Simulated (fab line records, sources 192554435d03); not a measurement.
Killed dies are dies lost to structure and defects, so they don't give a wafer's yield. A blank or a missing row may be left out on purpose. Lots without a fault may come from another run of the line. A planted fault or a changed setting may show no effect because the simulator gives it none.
A struck lot beside a sound one | flow n5_finfet | 18 steps out of a route of 1938
Sound: wafers L338.2, L338.3, L338.5. Struck: wafers L345.2, L345.3, L345.6. The cause comes at the end.
At each step with rows: each side's tool, then ch and its chambers, then its first start. Under that, the readings that differ: sound wafers | struck wafers | difference of the means | sigmas: that difference in standard deviations of wafers without a fault.
alike: readings whose means differ by less than 2 such deviations, and words and numbers that are the same on both sides. not compared: withheld readings, readings that some wafer has no value for, bounds like >300 that may hide the same value, and numbers for which the record gives no deviation and whose values overlap.
The two part at a step that has a row with sigmas, a row that says differs or no value, or rows on one side only. Numbers that don't overlap but have no deviation are shown without sigmas and don't part them. A reading that every wafer of one side lacks parts them only if that side has two wafers or more.

N5_BEOL_M9_ETCH_62: etches SOC in N2/H2, target depth 110 nm, overetch 22 nm, time 165 s.
  sound on rie_diel-01 ch 1,2,3, day 9 19:12; struck on rie_diel-03 ch 0,1,3, day 11 01:40
  alike: drypump_motor_current_A, oes_product_au, rf_vpp_V, showerhead_plenum_p_Torr, throttle_valve_pct
  not compared: rf_hours_counter_h
then, 1 step without rows for these wafers: N5_BEOL_M9_STRIP_68 (strips in N2/H2).
N5_BEOL_M9_STRIP_67: strips in CF4.
  sound on rie_diel-01 ch 1,2,3, day 9 19:21; struck on rie_diel-03 ch 0,1,3, day 11 01:49
  alike: drypump_motor_current_A, oes_product_au, rf_vpp_V, showerhead_plenum_p_Torr, throttle_valve_pct
  not compared: rf_hours_counter_h
N5_BEOL_M9_HM_OPEN_17: chemistry Cl2/BCl3, target TiN, target depth 20 nm, overetch 6 nm.
  sound on rie_metal-03 ch 0,1, day 9 19:23; struck on rie_metal-03 ch 0,1, day 11 01:52
  alike: drypump_motor_current_A, oes_product_au, throttle_valve_pct
  not compared: rf_hours_counter_h
N5_BEOL_M9_STRIP_19: strips in O2.
  sound on rie_diel-02 ch 0,1,2, day 9 19:31; struck on rie_diel-01 ch 1,3, day 11 01:58
  alike: drypump_motor_current_A, oes_product_au, rf_vpp_V, showerhead_plenum_p_Torr, throttle_valve_pct
  not compared: rf_hours_counter_h
N5_BEOL_M9_CD_MEAS_18: pitch 140 nm, target cd 70 nm.
  sound on cd_sem-03, day 9 19:35; struck on cd_sem-03, day 11 02:02
  alike: cd_nm
then, 6 steps without rows for these wafers: N5_BEOL_M9_COAT_63 (time 60 s, resist thk 60 nm); N5_BEOL_M9_COAT_64 (time 60 s, resist thk 12 nm); N5_BEOL_M9_COAT_75 (time 60 s, resist thk 5 nm); N5_BEOL_M9_COAT_22 (resist thk 30 nm); N5_BEOL_M9_EBR_24; N5_BEOL_M9_SOFTBAKE_23 (time 60 s).
N5_BEOL_M9_EXPOSE_25: exposes mask V8.
  sound on euv_scanner-02 ch 0, day 9 20:16; struck on euv_scanner-02 ch 0, day 11 03:36
  reading              | sound             | struck            | difference | sigmas
  exposure_dose_mJ_cm2 | 37.13 37.12 37.15 | 35.47 35.54 35.52 | -1.62      | -28
  alike: mask, focus_offset_nm
then, 2 steps without rows for these wafers: N5_BEOL_M9_PEB_26 (peb time 60 s); N5_BEOL_M9_DEVELOP_27 (develop time 30 s).
N5_BEOL_M9_CD_MEAS_28: target cd 70 nm.
  sound on cd_sem-01 ch 0, day 9 20:24; struck on cd_sem-03 ch 0, day 11 03:43
  reading    | sound             | struck            | difference | sigmas
  cd_nm (nm) | 70.27 70.36 70.69 | 68.75 69.05 69.11 | -1.47      | -6
N5_BEOL_M9_OVL_MEAS_29:
  sound on overlay-02 ch 0, day 9 20:26; struck on overlay-02 ch 0, day 11 03:46
  alike: V8_OVL
-- the record jumps here: 3 days lie between the struck wafers' starts before and after (it left off in module BEOL_M9 and takes up again in module PASSIVATION, whose first step shown is number 1936 of the route) --
N5_PASSIVATION_PROBE_49:
  sound on prober-01, day 12 05:56; struck on prober-01, day 13 22:21
  alike: defect_limited_yield, killed_at_M0_to_M3, killed_at_M4_up, killed_at_contacts, killed_at_front_end, killed_at_other, killed_dies, killed_on_rim, killed_open, killed_short, sort_bin_5_function, sort_bin_6_memory, sort_n_pass, sort_yield_pct

WHERE THEY PART
First at N5_BEOL_M9_EXPOSE_25; last, within this record, at N5_BEOL_M9_CD_MEAS_28. Later steps at which nothing parts them and some readings are alike: N5_BEOL_M9_OVL_MEAS_29, N5_PASSIVATION_PROBE_49.

WHY: what the simulator had put in
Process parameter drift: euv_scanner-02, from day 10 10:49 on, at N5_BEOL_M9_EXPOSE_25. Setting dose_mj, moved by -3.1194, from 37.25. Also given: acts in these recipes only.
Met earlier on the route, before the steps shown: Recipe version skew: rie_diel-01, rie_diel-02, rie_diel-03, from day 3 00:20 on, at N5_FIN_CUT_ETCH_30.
